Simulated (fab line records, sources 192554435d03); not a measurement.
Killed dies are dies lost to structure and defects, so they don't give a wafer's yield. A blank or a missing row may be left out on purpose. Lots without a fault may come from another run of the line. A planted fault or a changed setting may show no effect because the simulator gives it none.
Which tool did it? | flow n5_finfet | 10 lots, 30 wafers sampled, at 5 steps of a route of 1938

WHAT THE GAUGES READ, wafer by wafer
The record holds no reading of a measuring or inspecting step that can be judged against a usual standard deviation.

WHICH TOOL RAN EACH LOT (tool, then ch and the chambers of the sampled wafers, then the start)
lot  | N5_BEOL_M9_HM_OPEN_17             | N5_BEOL_M9_DESCUM_33               | N5_BEOL_M9_ETCH_76                 | N5_BEOL_M9_ETCH_41                            | N5_PASSIVATION_PROBE_49
L198 | rie_metal-02 ch 0,1, day 10 13:14 | rie_diel-02 ch 0,1,3, day 10 13:59 | rie_diel-02 ch 0,1,3, day 10 14:02 | rie_diel-02 ch 0,1,3, no start                | -
L197 | rie_metal-03 ch 0,1, day 10 13:40 | rie_diel-02 ch 1,2,3, day 10 15:15 | rie_diel-02 ch 1,2,3, day 10 15:17 | rie_diel-02 ch 1,2,3, no start                | -
L200 | rie_metal-03 ch 1, day 11 00:22   | rie_diel-05 ch 0,2,3, day 11 04:41 | rie_diel-05 ch 0,2,3, day 11 04:43 | rie_diel-05 ch 0,2,3, no start                | -
L201 | rie_metal-03 ch 0,1, day 11 12:51 | rie_diel-02 ch 0,2,3, day 11 15:32 | rie_diel-02 ch 0,2,3, day 11 15:34 | rie_diel-02 ch 0,2,3, no start                | -
L206 | rie_metal-01 ch 0,1, day 12 17:49 | rie_diel-02 ch 0,2,3, day 12 18:34 | rie_diel-02 ch 0,2,3, day 12 18:36 | rie_diel-02 ch 0,2,3, no start                | -
L210 | rie_metal-03 ch 0,1, day 13 20:55 | rie_diel-02 ch 0,1,3, day 14 00:56 | rie_diel-02 ch 0,1,3, day 14 00:59 | rie_diel-02 ch 0,1,3, day 16 21:55 or earlier | prober-01, day 16 21:55
L212 | rie_metal-02 ch 0,1, day 14 13:59 | rie_diel-01 ch 0,3, day 14 16:05   | rie_diel-01 ch 0,3, day 14 16:07   | rie_diel-01 ch 0,3, no start                  | -
L214 | rie_metal-01 ch 0,1, day 15 05:13 | rie_diel-05 ch 1,3, day 15 07:17   | rie_diel-05 ch 1,3, day 15 07:19   | rie_diel-05 ch 1,3, no start                  | -
L217 | rie_metal-02 ch 1, day 15 06:41   | rie_diel-01 ch 0,2,3, day 15 07:58 | rie_diel-01 ch 0,2,3, day 15 08:01 | rie_diel-01 ch 0,2,3, no start                | -
L216 | rie_metal-03 ch 1, day 15 15:30   | rie_diel-05 ch 1,2, day 15 17:56   | rie_diel-05 ch 1,2, day 15 17:59   | rie_diel-05 ch 1,2, no start                  | -
- N5_BEOL_M9_HM_OPEN_17: chemistry Cl2/BCl3, target TiN, target depth 20 nm, overetch 6 nm.
- N5_BEOL_M9_DESCUM_33: chemistry O2, time 7 s.
- N5_BEOL_M9_ETCH_76: etches underlayer in N2/H2, target depth 6.5 nm, time 5.2 s.
- N5_BEOL_M9_ETCH_41: etches SiCN in CH3F/O2, target depth 36.6 nm, time 70.1 s.
- N5_PASSIVATION_PROBE_49

WHAT THE TOOLS THEMSELVES READ (means of the sampled wafers that have a number; where no wafer has one, the mark that the record gives instead)
N5_BEOL_M9_HM_OPEN_17. Usual: drypump_motor_current_A 6.0 A, standard deviation 0.4; he_backside_leak_sccm 3.33 sccm, standard deviation 0.19; oes_product_au 0.66 a.u., standard deviation 0.083; throttle_valve_pct 22.15 %, standard deviation 0.18.
lot  | tool         | drypump_motor_current_A (A) | he_backside_leak_sccm (sccm) | oes_product_au (a.u.) | throttle_valve_pct (%) | flag
L198 | rie_metal-02 | 6.4                         | 3.23                         | 0.65                  | 22.17                  |
L197 | rie_metal-03 | 5.6                         | 3.35                         | 0.57                  | 22.29                  |
L200 | rie_metal-03 | 5.5                         | 3.62                         | 0.61                  | 22.22                  |
L201 | rie_metal-03 | 5.6                         | 3.26                         | 0.77                  | 22.01                  |
L206 | rie_metal-01 | 6.0                         | 3.52                         | 0.72                  | 22.16                  |
L210 | rie_metal-03 | 5.6                         | 3.41                         | 0.67                  | 22.11                  |
L212 | rie_metal-02 | 6.4                         | 3.28                         | 0.62                  | 22.20                  |
L214 | rie_metal-01 | 5.8                         | 3.41                         | 0.70                  | 21.96                  |
L217 | rie_metal-02 | 6.5                         | 3.26                         | 0.58                  | 22.17                  |
L216 | rie_metal-03 | 5.5                         | 3.64                         | 0.59                  | 22.24                  |

N5_BEOL_M9_DESCUM_33. Usual: drypump_motor_current_A 5.7 A, standard deviation 0.43; oes_product_au 0.73 a.u., standard deviation 0.064; rf_vpp_V 243.1 V, standard deviation 1.4; showerhead_plenum_p_Torr 2.08 Torr, standard deviation 0.071; throttle_valve_pct 20.51 %, standard deviation 0.21.
lot  | tool        | drypump_motor_current_A (A) | oes_product_au (a.u.) | rf_vpp_V (V) | showerhead_plenum_p_Torr (Torr) | throttle_valve_pct (%) | flag
L198 | rie_diel-02 | 6.0                         | 0.71                  | 242.3        | 2.08                            | 20.45                  |
L197 | rie_diel-02 | 5.7                         | 0.70                  | 243.3        | 2.07                            | 20.43                  |
L200 | rie_diel-05 | 5.7                         | 0.74                  | 243.6        | 2.16                            | 20.47                  |
L201 | rie_diel-02 | 5.6                         | 0.71                  | 243.1        | 2.04                            | 20.38                  |
L206 | rie_diel-02 | 5.5                         | 0.71                  | 242.6        | 2.04                            | 20.40                  |
L210 | rie_diel-02 | 5.9                         | 0.70                  | 242.0        | 2.07                            | 20.48                  |
L212 | rie_diel-01 | 5.7                         | 0.73                  | 241.4        | 2.01                            | 20.78                  |
L214 | rie_diel-05 | 5.7                         | 0.76                  | 242.4        | 2.04                            | 20.70                  |
L217 | rie_diel-01 | 5.6                         | 0.70                  | 241.8        | 2.05                            | 20.68                  |
L216 | rie_diel-05 | 5.6                         | 0.84                  | 243.3        | 2.08                            | 20.32                  |

N5_BEOL_M9_ETCH_76. Usual: drypump_motor_current_A 5.7 A, standard deviation 0.43; etch_rf_on_time_s 5.25 s, standard deviation 0.12; oes_product_au 0.62 a.u., standard deviation 0.052; rf_vpp_V 524 V, standard deviation 3.1; showerhead_plenum_p_Torr 2.53 Torr, standard deviation 0.092; throttle_valve_pct 17.94 %, standard deviation 0.19.
lot  | tool        | drypump_motor_current_A (A) | etch_rf_on_time_s (s) | oes_product_au (a.u.) | rf_vpp_V (V) | showerhead_plenum_p_Torr (Torr) | throttle_valve_pct (%) | flag
L198 | rie_diel-02 | 5.9                         | 5.23                  | 0.60                  | 524          | 2.52                            | 17.83                  |
L197 | rie_diel-02 | 5.7                         | 5.24                  | 0.61                  | 523          | 2.52                            | 17.85                  |
L200 | rie_diel-05 | 5.7                         | 5.28                  | 0.63                  | 526          | 2.63                            | 17.89                  |
L201 | rie_diel-02 | 5.5                         | 5.14                  | 0.60                  | 523          | 2.48                            | 17.89                  |
L206 | rie_diel-02 | 5.5                         | 4.03                  | 0.72                  | 522          | 2.48                            | 17.93                  | OFF
L210 | rie_diel-02 | 5.9                         | 4.11                  | 0.71                  | 524          | 2.51                            | 17.90                  | OFF
L212 | rie_diel-01 | 5.7                         | 5.20                  | 0.62                  | 521          | 2.41                            | 18.05                  |
L214 | rie_diel-05 | 5.7                         | 5.34                  | 0.64                  | 521          | 2.47                            | 18.14                  |
L217 | rie_diel-01 | 5.7                         | 5.26                  | 0.60                  | 522          | 2.48                            | 18.07                  |
L216 | rie_diel-05 | 5.6                         | 5.43                  | 0.71                  | 524          | 2.53                            | 17.77                  |

N5_BEOL_M9_ETCH_41. Usual: drypump_motor_current_A 5.7 A, standard deviation 0.43; oes_product_au 0.73 a.u., standard deviation 0.063; rf_vpp_V 297.1 V, standard deviation 1.8; showerhead_plenum_p_Torr 1.99 Torr, standard deviation 0.075; throttle_valve_pct 16.43 %, standard deviation 0.18.
lot  | tool        | drypump_motor_current_A (A) | oes_product_au (a.u.) | rf_vpp_V (V) | showerhead_plenum_p_Torr (Torr) | throttle_valve_pct (%) | flag
L198 | rie_diel-02 | 5.9                         | 0.71                  | 297.6        | 1.99                            | 16.35                  |
L197 | rie_diel-02 | 5.6                         | 0.70                  | 297.1        | 1.98                            | 16.35                  |
L200 | rie_diel-05 | 5.7                         | 0.74                  | 298.7        | 2.08                            | 16.44                  |
L201 | rie_diel-02 | 5.5                         | 0.70                  | 296.7        | 1.95                            | 16.32                  |
L206 | rie_diel-02 | 5.5                         | 0.70                  | 296.7        | 1.95                            | 16.33                  |
L210 | rie_diel-02 | 5.9                         | 0.69                  | 297.2        | 1.98                            | 16.41                  |
L212 | rie_diel-01 | 5.7                         | 0.73                  | 295.4        | 1.90                            | 16.55                  |
L214 | rie_diel-05 | 5.7                         | 0.75                  | 295.8        | 1.95                            | 16.56                  |
L217 | rie_diel-01 | 5.7                         | 0.70                  | 296.2        | 1.95                            | 16.57                  |
L216 | rie_diel-05 | 5.6                         | 0.83                  | 296.8        | 2.01                            | 16.29                  |

N5_PASSIVATION_PROBE_49. Usual: defect_limited_yield 91.0 %, standard deviation 1.3; killed_at_M0_to_M3 36, standard deviation 9.5; killed_at_M4_up 14, standard deviation 5.6; killed_at_contacts 12, standard deviation 6.4; killed_at_front_end 40, standard deviation 10; killed_at_other 3.2, standard deviation 3; killed_dies 107, standard deviation 15; killed_open 69, standard deviation 12; killed_short 35, standard deviation 7.7; sort_bin_5_function 5.3 %, standard deviation 0.91; sort_bin_6_memory 3.3 %, standard deviation 0.65; sort_n_pass 1073, standard deviation 15; sort_yield_pct 91.0 %, standard deviation 1.3.
lot  | tool      | defect_limited_yield (%) | killed_at_M0_to_M3 | killed_at_M4_up | killed_at_contacts | killed_at_front_end | killed_at_other | killed_dies | killed_open | killed_short | sort_bin_5_function (%) | sort_bin_6_memory (%) | sort_n_pass | sort_yield_pct (%) | flag
L210 | prober-01 | 90.2                     | 46                 | 14              | 17                 | 35                  | 3.7             | 115         | 80          | 34           | 5.6                     | 3.8                   | 1065        | 90.2               |

THE ANSWER, worked out from the rows above alone
Rule: a lot is off if the mean of its wafers that have a number lies more than 3 standard deviations from the usual mean. A lot without any number at a reading at which 4 lots or more have one is off too. The other lots that the step has rows for count as sound. The gauges are gone through in route order, then the tools' own readings, and for those a lot's mean is taken as printed above. The first step at which some lot is off is used, and at that step the reading that is off furthest; a lot without a number counts as furthest.
Off: L206, L210, at N5_BEOL_M9_ETCH_76 (etch_rf_on_time_s).
A tool fits if, at that step or a process step before it, it ran every lot that is off, and no sound lot after the first of them. One fits: rie_diel-02 at N5_BEOL_M9_DESCUM_33 and N5_BEOL_M9_ETCH_76. At N5_BEOL_M9_DESCUM_33 its last sound lot is L201 (day 11 15:32), its first lot that is off L206 (day 12 18:34): a fault that began between those two fits.

WHAT THE SIMULATOR HAD PUT IN
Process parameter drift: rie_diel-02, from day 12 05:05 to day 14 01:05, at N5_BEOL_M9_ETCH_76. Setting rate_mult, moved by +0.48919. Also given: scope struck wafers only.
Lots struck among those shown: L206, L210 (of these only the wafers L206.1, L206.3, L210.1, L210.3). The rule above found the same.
